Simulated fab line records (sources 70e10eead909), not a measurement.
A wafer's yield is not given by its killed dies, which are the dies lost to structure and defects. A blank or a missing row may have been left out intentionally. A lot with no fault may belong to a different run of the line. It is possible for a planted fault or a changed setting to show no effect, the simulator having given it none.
Chamber matching    flow nand_harc    NHARC_A_STAIRCASE_TRIM_220 on rie_diel-06: 4 sister chambers
The step chemistry O2, time 211.2 s. 4 wafers are shown with their chamber, then 12 later ones without.

## WAFERS WITH THEIR CHAMBER
wafer   chamber  showerhead_plenum_p_Torr (Torr)
L086.2  2        3.48
L091.1  1        3.70
L091.3  0        3.45
L091.5  3        3.68

## WAFERS WHOSE CHAMBER IS MISSING
wafer   showerhead_plenum_p_Torr (Torr)
L092.1  3.45
L092.2  3.47
L092.4  3.68
L093.1  3.70
L093.2  3.68
L093.3  3.47
L094.1  3.44
L094.3  3.47
L094.5  3.44
L097.1  3.44
L097.2  3.70
L097.3  3.47

## THE CHAMBER EACH PASSED THROUGH
wafer   from the rows above      in truth
L092.1  0                        0
L092.2  can't be placed: 2 or 0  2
L092.4  3                        3
L093.1  1                        1
L093.2  3                        3
L093.3  can't be placed: 2 or 0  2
L094.1  0                        0
L094.3  can't be placed: 2 or 0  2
L094.5  0                        0
L097.1  0                        0
L097.2  1                        1
L097.3  can't be placed: 2 or 0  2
Placed correctly: 8 of 12. From these rows, 4 cannot be placed; in 4 the true chamber is one of the candidates. Number placed wrongly: 0.
How it was worked out, from the rows above alone: a wafer's distance from a chamber is the root of the sum, over the readings, of the square of ((its reading less the chamber's mean) divided by the reading's scatter). If the next closest chamber is less than 2 further off than the closest, the wafer can't be placed; otherwise it belongs to the closest. A chamber's mean is the mean of its shown wafers. The scatter: with one shown wafer a chamber, the root of the mean of the squares of how far each hidden wafer lies from its nearest shown one.
